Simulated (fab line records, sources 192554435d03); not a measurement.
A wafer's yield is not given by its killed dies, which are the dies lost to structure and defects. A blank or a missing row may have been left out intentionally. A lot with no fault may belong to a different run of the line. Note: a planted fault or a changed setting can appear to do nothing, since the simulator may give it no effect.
fab line records | flow n5_finfet
record lots=6 | wafers=18 | last_day=16
route steps=1938 shown BEOL_M12@1637 PASSIVATION@1936
lots that met no fault: taken from a fault-free run of the same line
start_h: start of the lot's first displayed wafer, in hours after the record's first day | wait_h: hours elapsed since this lot's preceding step | " as in the row above | L1.1+2: one row covering several wafers at once | - either no value or no given start | * or withheld: withheld | < > ~ a bound
route shown NAME@n: a module of which the file shows steps, and the number in the route of the first | usual: mean/standard deviation taken from wafers without a fault | same: alike in all rows | chamber/n: place in a boat | sites: per-site readings | _std_site: the values' standard deviation | _edge_site: inner sites' mean taken away from outer sites' mean | radius_mm: for every site, how far away it sits from the centre of the wafer | mask NAME#n: copy n | behind: the most recent tool/chamber to have shaped the wafer | hold: cause of the lot's hold/its duration in hours/its outcome | device: whichever transistor did not switch (one of n, p or np) | end of line: at the end of the route, the tests of the same wafers | a step given without rows: its recipe and nothing more | killed: not the wafer's yield, but the dies lost to structure and defects at the first sort | map: dies across one wafer; x = killed, . = not, _ = none there
set.NAME: the run value of the setting; set.NAME@STEP: its run value at that earlier step | model.NAME: the simulator's own value behind a step, which no gauge read
lots seen at some steps along the route; tables by step, rows by wafer
services: when a tool's chamber went out of use (start_h, in hours from the record's first day, below 0 if earlier), for how many hours, and the reason
## steps
# step N5_BEOL_M12_ETCH_68
# recipe chemistry=N2/H2 | target=SOC | mask_material=SiARC | source_w=3000 | bias_w=350 | temp_c=40 | time_s=285 | ion_energy_ev=200 | pressure_mtorr=30 | n2_flow_sccm=200 | h2_flow_sccm=200
# usual drypump_motor_current_A=5.6/0.59 | h2_flow_sccm=199.9/0.64 | oes_product_au=0.79/0.092 | rf_vpp_V=524.1/2.2 | showerhead_plenum_p_Torr=2.55/0.069 | throttle_valve_pct=17.74/0.22
lot.wafer | tool        | chamber | start_h | wait_h | drypump_motor_current_A | h2_flow_sccm | oes_product_au | rf_hours_counter_h | rf_vpp_V | showerhead_plenum_p_Torr | throttle_valve_pct
L952.2    | rie_diel-01 | 2       | 239.65  | 0.1    | 6.1                     | 199.7        | 0.71           | 209                | 526.9    | 2.63                     | 18.06
L952.4    | "           | 3       | "       | "      | 5.2                     | 199.3        | 0.70           | 227                | 525.6    | 2.60                     | 18.16
L952.6    | "           | 2       | "       | "      | 6.1                     | 198.5        | 0.71           | -                  | 524.3    | 2.63                     | 18.07
L957.1    | rie_diel-05 | 3       | 278.80  | 0.1    | 5.7                     | 200.4        | 0.81           | 88                 | 527.2    | 2.67                     | 17.47
L957.4    | "           | 3       | "       | "      | 5.7                     | 200.2        | 0.81           | -                  | 528.7    | 2.67                     | 17.48
L957.5    | "           | 1       | "       | "      | 5.7                     | 200.0        | 0.75           | -                  | 526.6    | 2.66                     | 17.99
L962.1    | rie_diel-06 | 1       | 312.61  | 0.1    | 5.1                     | 199.9        | 0.72           | 195                | 523.3    | 2.51                     | 17.58
L962.5    | "           | 1       | "       | "      | 5.1                     | 199.4        | 0.72           | -                  | 523.7    | 2.51                     | 17.59
L962.6    | "           | 2       | "       | "      | 6.6                     | 200.4        | 0.92           | -                  | 525.0    | 2.59                     | 17.46
L961.2    | rie_diel-06 | 1       | 313.62  | 0.1    | 5.2                     | 199.1        | 0.72           | 196                | 524.4    | 2.51                     | 17.58
L961.3    | "           | 0       | "       | "      | 4.9                     | 200.2        | 0.79           | 92                 | 521.4    | 2.47                     | 17.79
L961.4    | "           | 2       | "       | "      | 6.6                     | 200.5        | 0.92           | 17                 | 524.6    | 2.59                     | 17.48
L969.3    | rie_diel-06 | 2       | 342.55  | 0.1    | 6.6                     | 200.2        | 0.91           | 28                 | 525.8    | 2.58                     | 17.49
L969.5    | "           | 3       | "       | "      | 5.8                     | 200.0        | 0.68           | -                  | 523.6    | 2.52                     | 18.07
L969.6    | "           | 0       | "       | "      | 4.9                     | 201.0        | 0.78           | -                  | 520.3    | 2.46                     | 17.81
L968.2    | rie_diel-06 | 0       | 344.81  | 0.1    | 4.9                     | 200.3        | 0.78           | 105                | 520.9    | 2.46                     | 17.82
L968.4    | "           | 0       | "       | "      | 4.9                     | 201.0        | 0.78           | -                  | 520.4    | 2.46                     | 17.82
L968.5    | "           | 1       | "       | "      | 5.2                     | 200.9        | 0.70           | -                  | 523.9    | 2.51                     | 17.60
# step N5_BEOL_M12_STRIP_69
# recipe chemistry=N2/H2 | temp_c=40 | n2_flow_sccm=200 | h2_flow_sccm=200 | rf_frequency_hz=6e+07
# step N5_BEOL_M12_TRENCH_ETCH_34
# recipe chemistry=C4F8/O2/Ar | target=SiOC | target_depth_a=3189.5 | mask_material=SOC | pressure_mtorr=30 | source_w=3000 | bias_w=700 | Ar_flow_sccm=400 | C4F8_flow_sccm=15 | O2_flow_sccm=8 | he_inner_torr=15 | he_outer_torr=30 | time_s=125.5 | ion_energy_ev=250
# usual C4F8_flow_sccm=15.00/0.044 | drypump_motor_current_A=5.6/0.59 | oes_product_au=0.79/0.093 | rf_vpp_V=665.9/2.6 | showerhead_plenum_p_Torr=3.43/0.091 | throttle_valve_pct=24.22/0.17
lot.wafer | tool        | chamber | start_h | wait_h | C4F8_flow_sccm | drypump_motor_current_A | oes_product_au | rf_hours_counter_h | rf_vpp_V | showerhead_plenum_p_Torr | throttle_valve_pct
L952.2    | rie_diel-01 | 2       | 239.84  | 0.0    | 15.00          | 6.1                     | 0.71           | 210                | 668.8    | 3.52                     | 24.35
L952.4    | "           | 3       | "       | "      | 15.07          | 5.3                     | 0.70           | 227                | 666.8    | 3.52                     | 24.76
L952.6    | "           | 2       | "       | "      | 14.94          | 6.1                     | 0.71           | -                  | 667.6    | 3.52                     | 24.33
L957.1    | rie_diel-05 | 3       | 278.98  | 0.0    | 14.94          | 5.7                     | 0.81           | 88                 | 670.4    | 3.57                     | 23.91
L957.4    | "           | 3       | "       | "      | 15.00          | 5.7                     | 0.81           | -                  | 670.9    | 3.57                     | 23.91
L957.5    | "           | 1       | "       | "      | 15.00          | 5.7                     | 0.75           | -                  | 669.4    | 3.55                     | 24.38
L962.1    | rie_diel-06 | 1       | 312.79  | 0.0    | 14.98          | 5.2                     | 0.72           | 196                | 665.4    | 3.41                     | 24.18
L962.5    | "           | 1       | "       | "      | 15.02          | 5.2                     | 0.72           | -                  | 665.7    | 3.41                     | 24.18
L962.6    | "           | 2       | "       | "      | 15.04          | 6.6                     | 0.93           | -                  | 667.9    | 3.49                     | 24.14
L961.2    | rie_diel-06 | 1       | 313.80  | 0.0    | 15.01          | 5.2                     | 0.72           | 196                | 665.7    | 3.41                     | 24.16
L961.3    | "           | 0       | "       | "      | 15.01          | 4.9                     | 0.80           | 92                 | 662.0    | 3.30                     | 24.17
L961.4    | "           | 2       | "       | "      | 15.07          | 6.6                     | 0.93           | 17                 | 666.5    | 3.49                     | 24.12
L969.3    | rie_diel-06 | 2       | 342.73  | 0.0    | 14.99          | 6.6                     | 0.90           | 28                 | 667.7    | 3.49                     | 24.14
L969.5    | "           | 3       | "       | "      | 15.06          | 5.8                     | 0.68           | -                  | 664.5    | 3.36                     | 24.38
L969.6    | "           | 0       | "       | "      | 15.04          | 4.9                     | 0.78           | -                  | 662.0    | 3.29                     | 24.18
L968.2    | rie_diel-06 | 0       | 344.99  | 0.0    | 14.95          | 4.9                     | 0.79           | 105                | 662.2    | 3.29                     | 24.18
L968.4    | "           | 0       | "       | "      | 14.97          | 4.9                     | 0.78           | -                  | 662.5    | 3.29                     | 24.18
L968.5    | "           | 1       | "       | "      | 14.94          | 5.2                     | 0.71           | -                  | 665.3    | 3.40                     | 24.20
# step N5_BEOL_M12_STRIP_70
# recipe chemistry=C4F8/O2/Ar | resist=SiARC | rf_frequency_hz=6e+07
# step N5_BEOL_M12_OCD_MEAS_35
# usual trench_depth_nm=318/4.3
lot.wafer | tool   | chamber | start_h | wait_h | trench_depth_nm
L952.2    | ocd-02 | -       | 239.99  | 0.0    | 310
L952.4    | "      | -       | "       | "      | 318
L952.6    | "      | -       | "       | "      | 312
L957.1    | ocd-01 | -       | 279.13  | 0.0    | 321
L957.4    | "      | -       | "       | "      | 320
L957.5    | "      | -       | "       | "      | 315
L962.1    | ocd-02 | -       | 312.94  | 0.0    | 321
L962.5    | "      | -       | "       | "      | 318
L962.6    | "      | -       | "       | "      | 318
L961.2    | ocd-02 | -       | 313.96  | 0.0    | 318
L961.3    | "      | -       | "       | "      | 322
L961.4    | "      | -       | "       | "      | 321
L969.3    | ocd-01 | -       | 342.89  | 0.0    | 315
L969.5    | "      | -       | "       | "      | 313
L969.6    | "      | -       | "       | "      | 321
L968.2    | ocd-02 | -       | 345.15  | 0.0    | 319
L968.4    | "      | -       | "       | "      | 320
L968.5    | "      | -       | "       | "      | 316
# step N5_BEOL_M12_STRIP_37
# recipe chemistry=N2/H2 | power_w=1000 | temp_c=250 | h2_frac=0.65 | overash_fraction=0.3 | pressure_mtorr=withheld | n2_flow_sccm=1750 | h2_flow_sccm=3250
# usual drypump_motor_current_A=5.9/0.36 | h2_flow_sccm=3250/9.9 | heater_power_w=336/25 | oes_product_au=0.790/0.011
lot.wafer | tool            | chamber | start_h | wait_h | drypump_motor_current_A | h2_flow_sccm | heater_power_w | oes_product_au | rf_hours_counter_h
L952.2    | plasma_asher-01 | 1       | 240.03  | 0.0    | 6.1                     | 3243         | 297            | 0.784          | 117
L952.4    | "               | 1       | "       | "      | 6.1                     | 3246         | 298            | 0.798          | -
L952.6    | "               | 0       | "       | "      | 5.3                     | 3252         | 364            | 0.786          | -
L957.1    | plasma_asher-02 | 0       | 279.17  | 0.0    | 6.2                     | 3249         | 350            | 0.779          | 77
L957.4    | "               | 1       | "       | "      | 5.9                     | 3242         | 331            | 0.788          | -
L957.5    | "               | 1       | "       | "      | 5.9                     | 3233         | 327            | 0.764          | -
L962.1    | plasma_asher-02 | 0       | 312.98  | 0.0    | 6.2                     | 3218         | 348            | 0.778          | 85
L962.5    | "               | 0       | "       | "      | 6.2                     | 3222         | 355            | 0.797          | -
L962.6    | "               | 1       | "       | "      | 6.0                     | 3239         | 337            | 0.799          | -
L961.2    | plasma_asher-01 | 0       | 313.99  | 0.0    | 5.2                     | 3246         | 367            | 0.788          | 129
L961.3    | "               | 1       | "       | "      | 6.0                     | 3246         | 300            | 0.761          | -
L961.4    | "               | 0       | "       | "      | 5.2                     | 3264         | 358            | 0.791          | -
L969.3    | plasma_asher-01 | 0       | 342.98  | 0.1    | 5.3                     | 3244         | 363            | 0.765          | -
L969.5    | "               | 1       | "       | "      | 6.0                     | 3256         | 303            | 0.792          | -
L969.6    | "               | 0       | "       | "      | 5.3                     | 3254         | 361            | 0.811          | -
L968.2    | plasma_asher-02 | 0       | 345.19  | 0.0    | 6.2                     | 3265         | 351            | 0.791          | 93
L968.4    | "               | 0       | "       | "      | 6.2                     | 3247         | 356            | 0.805          | -
L968.5    | "               | 0       | "       | "      | 6.2                     | 3247         | 345            | 0.793          | -
# step N5_BEOL_M12_ETCH_38
# recipe chemistry=CF4/N2 | target=SiCN | target_depth_a=687 | taper_deg=2 | time_s=73.4 | ion_energy_ev=150 | mask_material=SiO2 | pressure_mtorr=40 | source_w=430 | bias_w=70 | Ar_flow_sccm=100 | cf4_flow_sccm=60 | n2_flow_sccm=60
# usual drypump_motor_current_A=5.7/0.55 | oes_product_au=0.80/0.09 | rf_vpp_V=382.7/1.7 | showerhead_plenum_p_Torr=2.22/0.065 | throttle_valve_pct=15.45/0.24
lot.wafer | tool        | chamber | start_h | wait_h | drypump_motor_current_A | oes_product_au | rf_hours_counter_h | rf_vpp_V | showerhead_plenum_p_Torr | throttle_valve_pct
L952.2    | rie_diel-06 | 1       | 241.04  | -      | 5.2                     | 0.73           | 169                | 384.1    | 2.20                     | 15.39
L952.4    | "           | 3       | "       | "      | 5.8                     | 0.71           | 182                | 382.3    | 2.19                     | 15.73
L952.6    | "           | 1       | "       | "      | 5.2                     | 0.73           | -                  | 384.5    | 2.20                     | 15.40
L957.1    | rie_diel-05 | 3       | 280.08  | -      | 5.7                     | 0.79           | 88                 | 384.8    | 2.31                     | 15.19
L957.4    | "           | 0       | "       | "      | 6.6                     | 0.95           | -                  | 380.5    | 2.17                     | 15.03
L957.5    | "           | 1       | "       | "      | 5.7                     | 0.75           | -                  | 383.3    | 2.30                     | 15.63
L962.1    | rie_diel-05 | 0       | 313.17  | -      | 6.6                     | 0.92           | 29                 | 381.7    | 2.16                     | 15.06
L962.5    | "           | 0       | "       | "      | 6.6                     | 0.91           | -                  | 381.7    | 2.16                     | 15.07
L962.6    | "           | 1       | "       | "      | 5.8                     | 0.74           | -                  | 384.0    | 2.29                     | 15.65
L961.2    | rie_diel-01 | 1       | 314.16  | -      | 5.9                     | 0.87           | 55                 | 380.9    | 2.15                     | 15.33
L961.3    | "           | 0       | "       | "      | 5.2                     | 0.76           | 109                | 381.0    | 2.12                     | 15.51
L961.4    | "           | 1       | "       | "      | 5.9                     | 0.86           | -                  | 380.6    | 2.15                     | 15.36
L969.3    | rie_diel-05 | 1       | 343.58  | -      | 5.7                     | 0.75           | 158                | 383.5    | 2.29                     | 15.69
L969.5    | "           | 2       | "       | "      | 5.1                     | 0.95           | -                  | 383.6    | 2.26                     | 15.41
L969.6    | "           | 1       | "       | "      | 5.8                     | 0.73           | -                  | 383.1    | 2.29                     | 15.69
L968.2    | rie_diel-05 | 2       | 345.88  | -      | 5.1                     | 0.94           | 20                 | 382.9    | 2.26                     | 15.42
L968.4    | "           | 1       | "       | "      | 5.7                     | 0.73           | 159                | 384.3    | 2.29                     | 15.70
L968.5    | "           | 0       | "       | "      | 6.6                     | 0.90           | -                  | 382.3    | 2.16                     | 15.07
# step N5_BEOL_M12_PRECLEAN_39
# recipe chemistry=residue_remover | time_s=60 | temp_c=40
# step N5_BEOL_M12_SRD_40
# recipe time_s=30 | temp_c=23 | rinse_liquid=diw | dry=n2_spin | spin_rpm=1500 | dry_time_s=30
# step N5_BEOL_M12_DEGAS_41
# recipe ambient=vacuum | temp_c=250 | time_s=60
# step N5_BEOL_M12_PRE_CLEAN_42
# recipe gas=H2/He | time_s=30 | temp_c=250
# step N5_BEOL_M12_SPUTTER_43
# recipe material=TaN | target_thk_a=150 | temp_c=50 | bias_v=168.6 | power_w=15000 | chamber_pressure_pa=0.12 | time_s=24.19
# step N5_BEOL_M12_SPUTTER_44
# recipe material=Ta | target_thk_a=100 | temp_c=50 | bias_v=80 | power_w=15000 | chamber_pressure_pa=0.07 | time_s=16.13
# usual cathode_dc_power_W=15000/2.6 | substrate_temp_c=50.00/0.1 | throttle_valve_pct=30.3/1.1
lot.wafer | tool           | chamber | start_h | wait_h | cathode_dc_power_W | substrate_temp_c | throttle_valve_pct | model.Ta_of_BEOL_M12_SPUTTER_44.thk_nm
L952.2    | pvd_sputter-01 | -       | 241.63  | 0.0    | 15000              | 50.09            | 30.3               | 10
L952.4    | "              | -       | "       | "      | 15005              | 50.08            | 29.1               | 10
L952.6    | "              | -       | "       | "      | 15004              | 49.98            | 31.5               | 10
L957.1    | pvd_sputter-01 | -       | 280.61  | 0.0    | 15001              | 49.86            | 31.7               | 10.2
L957.4    | "              | -       | "       | "      | 15001              | 50.01            | 27.9               | 10
L957.5    | "              | -       | "       | "      | 14994              | 49.94            | 31.7               | 10
L962.1    | pvd_sputter-03 | -       | 313.91  | 0.0    | 15000              | 49.96            | 28.5               | 9.8
L962.5    | "              | -       | "       | "      | 14999              | 50.14            | 28.4               | 9.8
L962.6    | "              | -       | "       | "      | 15004              | 50.05            | 28.8               | 9.8
L961.2    | pvd_sputter-02 | -       | 314.82  | 0.0    | 14999              | 49.96            | 30.8               | 10.2
L961.3    | "              | -       | "       | "      | 15002              | 50.11            | 30.8               | 10
L961.4    | "              | -       | "       | "      | 15002              | 49.95            | 30.9               | 10.4
L969.3    | pvd_sputter-03 | -       | 344.08  | 0.0    | 12367              | 49.98            | 28.7               | 8
L969.5    | "              | -       | "       | "      | 12366              | 49.93            | 30.6               | 8.2
L969.6    | "              | -       | "       | "      | 12365              | 50.09            | 28.4               | 8
L968.2    | pvd_sputter-03 | -       | 346.68  | 0.0    | 12370              | 50.15            | 28.5               | 8
L968.4    | "              | -       | "       | "      | 12369              | 50.00            | 30.8               | 8.2
L968.5    | "              | -       | "       | "      | 12367              | 50.14            | 30.5               | 8.2
# step N5_BEOL_M12_SPUTTER_45
# recipe material=Cu | target_thk_a=800 | temp_c=-20 | bias_v=60 | power_w=26000 | chamber_pressure_pa=0.13 | time_s=13.33
# usual cathode_dc_power_W=26000/4.9 | substrate_temp_c=-20.01/0.11 | throttle_valve_pct=30.3/1.1
lot.wafer | tool           | chamber | start_h | wait_h | cathode_dc_power_W | substrate_temp_c | throttle_valve_pct
L952.2    | pvd_sputter-01 | -       | 241.71  | 0.0    | 26006              | -20.10           | 30.4
L952.4    | "              | -       | "       | "      | 26001              | -19.99           | 29.1
L952.6    | "              | -       | "       | "      | 25992              | -20.02           | 31.9
L957.1    | pvd_sputter-01 | -       | 280.69  | 0.0    | 26001              | -20.04           | 31.6
L957.4    | "              | -       | "       | "      | 26002              | -19.89           | 27.9
L957.5    | "              | -       | "       | "      | 26000              | -20.00           | 31.6
L962.1    | pvd_sputter-03 | -       | 313.99  | 0.0    | 26009              | -20.20           | 28.3
L962.5    | "              | -       | "       | "      | 25999              | -20.07           | 28.2
L962.6    | "              | -       | "       | "      | 26008              | -20.09           | 28.6
L961.2    | pvd_sputter-02 | -       | 314.90  | 0.0    | 26003              | -19.86           | 31.0
L961.3    | "              | -       | "       | "      | 26002              | -20.28           | 31.0
L961.4    | "              | -       | "       | "      | 25995              | -19.90           | 30.7
L969.3    | pvd_sputter-03 | -       | 344.16  | 0.0    | 26001              | -19.98           | 28.6
L969.5    | "              | -       | "       | "      | 26003              | -19.98           | 30.7
L969.6    | "              | -       | "       | "      | 25999              | -20.00           | 28.4
L968.2    | pvd_sputter-03 | -       | 346.76  | 0.0    | 25998              | -20.04           | 28.4
L968.4    | "              | -       | "       | "      | 25991              | -20.08           | 30.5
L968.5    | "              | -       | "       | "      | 25997              | -20.26           | 30.8
# step N5_BEOL_M12_ECD_47
# recipe material=Cu | target_thk_a=7200
# step N5_BEOL_M12_ANNEAL_48
# recipe temp_c=225 | time_s=90 | ambient=N2
# step N5_BEOL_M12_CMP_49
# recipe stop_on=SiOC | t_overpolish_s=20.6 | down_force_psi=1 | platen_rpm=50 | clearing_platen_down_force_psi=1.5 | clearing_platen_rpm=50 | post_cmp_clean=cu_alkaline | target_thk_nm=320 | clearing_platen_pad_velocity_m_s=0.99484 | pad_velocity_m_s=0.99484
# usual barrier_field_endpoint_s=30.3/0.71 | motor_current_A=6.1/0.56 | platen_rpm=50.00/0.04
lot.wafer | tool   | chamber | start_h | wait_h | barrier_field_endpoint_s | motor_current_A | platen_rpm
L952.2    | cmp-02 | 2       | 242.34  | 0.2    | 30.4                     | 6.6             | 50.01
L952.4    | "      | 3       | "       | "      | 30.9                     | 6.6             | 50.02
L952.6    | "      | 3       | "       | "      | 31.2                     | 6.6             | 49.94
L957.4    | cmp-02 | 3       | 281.25  | 0.1    | 29.6                     | 6.5             | 50.03
L957.1    | "      | 2       | "       | "      | 30.7                     | 6.8             | 49.97
L957.5    | "      | 0       | "       | "      | 29.8                     | 6.0             | 50.03
L962.1    | cmp-03 | 1       | 314.63  | 0.3    | 29.9                     | 6.1             | 50.06
L962.5    | "      | 3       | "       | "      | 30.5                     | 5.3             | 49.98
L962.6    | "      | 0       | "       | "      | 29.4                     | 6.6             | 50.04
L961.2    | cmp-03 | 1       | 315.46  | 0.2    | 30.6                     | 5.8             | 50.04
L961.4    | "      | 2       | "       | "      | 30.5                     | 5.9             | 50.01
L961.3    | "      | 3       | "       | "      | 30.2                     | 5.5             | 50.01
L969.3    | cmp-01 | 0       | 344.83  | 0.3    | 28.0                     | 7.3             | 50.03
L969.5    | "      | 1       | "       | "      | 27.3                     | 6.0             | 49.96
L969.6    | "      | 2       | "       | "      | 28.3                     | 5.8             | 49.98
L968.2    | cmp-03 | 1       | 347.35  | 0.2    | 28.4                     | 5.9             | 49.99
L968.4    | "      | 2       | "       | "      | 28.1                     | 6.2             | 49.97
L968.5    | "      | 0       | "       | "      | 27.0                     | 7.2             | 50.01
# step N5_BEOL_M12_THK_MEAS_50
# recipe thk_meas_gauge=xrf | reads=Cu_of_BEOL_M12_ECD_47
# usual M12_THK=321/5
lot.wafer | tool          | chamber | start_h | wait_h | M12_THK[nm]
L952.2    | film_metro-01 | -       | 242.64  | -      | 313
L952.4    | "             | -       | "       | "      | 323
L952.6    | "             | -       | "       | "      | 315
L957.1    | film_metro-02 | -       | 281.55  | -      | 327
L957.4    | "             | -       | "       | "      | 325
L957.5    | "             | -       | "       | "      | 321
L962.1    | film_metro-01 | -       | 314.84  | -      | 322
L962.5    | "             | -       | "       | "      | 319
L962.6    | "             | -       | "       | "      | 318
L961.2    | film_metro-02 | -       | 315.76  | -      | 322
L961.3    | "             | -       | "       | "      | 323
L961.4    | "             | -       | "       | "      | 322
L969.3    | film_metro-02 | -       | 345.01  | -      | 317
L969.5    | "             | -       | "       | "      | 314
L969.6    | "             | -       | "       | "      | 323
L968.2    | film_metro-02 | -       | 347.61  | -      | 320
L968.4    | "             | -       | "       | "      | 319
L968.5    | "             | -       | "       | "      | 313
# step N5_PASSIVATION_PROBE_49
# usual defect_limited_yield=91.3/1.5 | killed_at_M0_to_M3=33/12 | killed_at_M4_up=13/5.2 | killed_at_contacts=13/6.7 | killed_at_front_end=40/11 | killed_at_other=4.1/2.7 | killed_dies=103/17 | killed_open=69/13 | killed_short=33/8.4 | sort_bin_5_function=5.1/1 | sort_bin_6_memory=3.2/0.62 | sort_n_pass=1077/17 | sort_yield_pct=91.3/1.5
# same gross_dies=1180 | killed_at_back_side=0 | sort_bin_4_leakage[%]=0 | sort_bin_8_speed[%]=0
lot.wafer | tool      | chamber | start_h | wait_h | defect_limited_yield[%] | killed_at_M0_to_M3 | killed_at_M4_up | killed_at_contacts | killed_at_front_end | killed_at_other | killed_dies | killed_open | killed_short | sort_bin_5_function[%] | sort_bin_6_memory[%] | sort_n_pass | sort_yield_pct[%]
L957.1    | prober-02 | -       | 315.20  | 0.0    | 92.6                    | 33                 | 10              | 4                  | 34                  | 6               | 87          | 57          | 29           | 4.6                    | 2.7                  | 1093        | 92.6
L957.4    | prober-02 | -       | 315.35  | 0.2    | 92.6                    | 30                 | 8               | 12                 | 28                  | 9               | 87          | 57          | 27           | 4.9                    | 2.2                  | 1093        | 92.6
L957.5    | prober-02 | -       | 315.40  | 0.2    | 89.6                    | 45                 | 12              | 9                  | 53                  | 4               | 123         | 82          | 40           | 5.6                    | 4.5                  | 1057        | 89.6
L962.1    | prober-01 | -       | 358.54  | 0.7    | 89.7                    | 27                 | 19              | 20                 | 53                  | 3               | 122         | 81          | 39           | 5.8                    | 3.9                  | 1058        | 89.7
L962.5    | prober-01 | -       | 358.74  | 0.9    | 91.5                    | 27                 | 19              | 10                 | 44                  | 0               | 100         | 71          | 27           | 5.4                    | 2.8                  | 1080        | 91.5
L962.6    | prober-01 | -       | 358.79  | 1.0    | 91.4                    | 22                 | 11              | 12                 | 56                  | 0               | 101         | 71          | 28           | 4.3                    | 3.6                  | 1079        | 91.4
L968.2    | prober-02 | -       | 388.20  | 0.1    | 91.5                    | 29                 | 16              | 14                 | 38                  | 3               | 100         | 65          | 31           | 4.4                    | 3.1                  | 1080        | 91.5
L968.4    | prober-02 | -       | 388.30  | 0.2    | 92.9                    | 38                 | 11              | 5                  | 25                  | 5               | 84          | 52          | 32           | 4.0                    | 2.8                  | 1096        | 92.9
L968.5    | prober-02 | -       | 388.35  | 0.2    | 92.7                    | 24                 | 9               | 12                 | 39                  | 2               | 86          | 57          | 29           | 4.1                    | 3.1                  | 1094        | 92.7
# killed by level:class
L957.1 BEOL_M0_SAQP:geometric_particle:open=8 FIN_SAQP:geometric_particle:short=7 DUMMY_GATE:geometric_particle:open=7 BEOL_M1:geometric_particle:open=7 STI_FIN_REVEAL:geometric_particle:open=6 BEOL_M2:geometric_particle:open=6 FIN_SAQP:geometric_particle:open=5 BEOL_M0_SAQP:geometric_particle:short=4
L957.4 MOL_CONTACT_COAG:geometric_particle:open=10 BEOL_M0_SAQP:geometric_particle:open=8 BEOL_M1:geometric_particle:open=7 FIN_SAQP:geometric_particle:open=6 BEOL_M0_SAQP:geometric_particle:short=6 GATE_CUT:geometric_particle:short=5 FIN_SAQP:geometric_particle:short=4 DUMMY_GATE:geometric_particle:open=4
L957.5 BEOL_M0_SAQP:geometric_particle:short=14 BEOL_M0_SAQP:geometric_particle:open=11 FIN_SAQP:geometric_particle:open=10 BEOL_M1:geometric_particle:open=10 FIN_SAQP:geometric_particle:short=8 STI_FIN_REVEAL:geometric_particle:open=8 MOL_CONTACT_COAG:geometric_particle:open=8 DUMMY_GATE:geometric_particle:open=7
L962.1 MOL_CONTACT_COAG:geometric_particle:open=17 STI_FIN_REVEAL:geometric_particle:open=15 GATE_CUT:geometric_particle:open=10 BEOL_M1:geometric_particle:open=8 STI_FIN_REVEAL:geometric_particle:short=7 BEOL_M4:geometric_particle:open=7 GATE_CUT:geometric_particle:short=6 BEOL_M2:geometric_particle:open=6
L962.5 STI_FIN_REVEAL:geometric_particle:open=19 MOL_CONTACT_COAG:geometric_particle:open=9 BEOL_M0_SAQP:geometric_particle:open=8 FIN_SAQP:geometric_particle:open=7 BEOL_M0_SAQP:geometric_particle:short=6 BEOL_M4:geometric_particle:open=5 GATE_CUT:geometric_particle:open=5 FIN_SAQP:geometric_particle:short=4
L962.6 STI_FIN_REVEAL:geometric_particle:open=21 MOL_CONTACT_COAG:geometric_particle:open=9 BEOL_M3:geometric_particle:open=8 DUMMY_GATE:geometric_particle:open=6 BEOL_M4:geometric_particle:open=6 FIN_SAQP:geometric_particle:short=4 STI_FIN_REVEAL:geometric_particle:short=4 GATE_CUT:geometric_particle:open=4
L968.2 FIN_SAQP:geometric_particle:open=15 MOL_CONTACT_COAG:geometric_particle:open=13 FIN_SAQP:geometric_particle:short=11 BEOL_M2:geometric_particle:open=7 BEOL_M3:geometric_particle:open=6 BEOL_M4:geometric_particle:open=6 BEOL_M1:geometric_particle:short=4 BEOL_M3:geometric_particle:short=4
L968.4 BEOL_M3:geometric_particle:open=9 BEOL_M1:geometric_particle:open=8 BEOL_M4:geometric_particle:open=7 BEOL_M0_SAQP:geometric_particle:short=6 BEOL_M2:geometric_particle:open=5 FIN_SAQP:geometric_particle:short=4 BEOL_M3:geometric_particle:short=4 FIN_SAQP:geometric_particle:open=3
L968.5 BEOL_M2:geometric_particle:open=10 FIN_SAQP:geometric_particle:open=9 DUMMY_GATE:geometric_particle:open=9 FIN_SAQP:geometric_particle:short=8 MOL_CONTACT_COAG:geometric_particle:open=7 MOL_CONTACT_COAG:geometric_particle:short=5 BEOL_M1:geometric_particle:open=5 STARTING-WAFER:geometric_particle:open=5
## services
tool            | chamber | start_h | hours | kind
plasma_asher-01 | -       | 226.81  | 0.9   | repair
rie_diel-06     | -       | 229.49  | 2.8   | pm
cmp-01          | -       | 236.34  | 4.0   | pm
cmp-03          | -       | 237.81  | 4.0   | pm
rie_diel-06     | 2       | 245.69  | -     | clean
rie_diel-06     | 2       | 245.69  | -     | consumable_replace:focus_ring
rie_diel-06     | 2       | 245.69  | 18.1  | scheduled_down
rie_diel-06     | 2       | 245.69  | 18.1  | vent_cycle
plasma_asher-01 | -       | 249.60  | 6.8   | repair
rie_diel-05     | 1       | 251.98  | 3.1   | repair
rie_diel-05     | 2       | 263.06  | -     | clean
rie_diel-05     | 2       | 263.06  | -     | consumable_replace:focus_ring
plasma_asher-01 | -       | 263.14  | 2.8   | pm
cmp-03          | -       | 265.33  | 1.6   | repair
pvd_sputter-03  | -       | 279.46  | 4.2   | repair
rie_diel-01     | 2       | 285.88  | 1.5   | repair
rie_diel-01     | 0       | 288.34  | 2.1   | repair
cmp-03          | -       | 306.77  | 5.1   | pm
cmp-02          | -       | 313.69  | 4.0   | pm
cmp-01          | -       | 313.93  | 4.5   | pm
cmp-02          | -       | 320.54  | 0.4   | repair
rie_diel-06     | 3       | 325.99  | 4.0   | repair
rie_diel-06     | 2       | 334.33  | 4.9   | repair
rie_diel-06     | 3       | 343.16  | 4.0   | repair
## key
first_sign step=N5_BEOL_M12_SPUTTER_44 | reading=cathode_dc_power_W | direction=down | sigmas=99+ | usual=* | struck=*
effect step=N5_BEOL_M12_CMP_49 | reading=barrier_field_endpoint_s | direction=down | sigmas=3.4 | usual=30.3 | struck=27.9
model_effect step=N5_BEOL_M12_SPUTTER_44 | value=Ta_of_BEOL_M12_SPUTTER_44.thk_nm | without=9.9 | struck=8.1
met_at N5_BEOL_M12_SPUTTER_44
struck_wafers L968.2,L968.4,L968.5,L969.3,L969.5,L969.6
onset_between 313.91 344.08
fault kind=process_parameter_drift | tool=pvd_sputter-03 | chamber=- | onset_h=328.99 | steps=N5_BEOL_M12_SPUTTER_44 | channel=power_w | offset=* | shape=step | end_h=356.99 | acts_in=* | stated=*
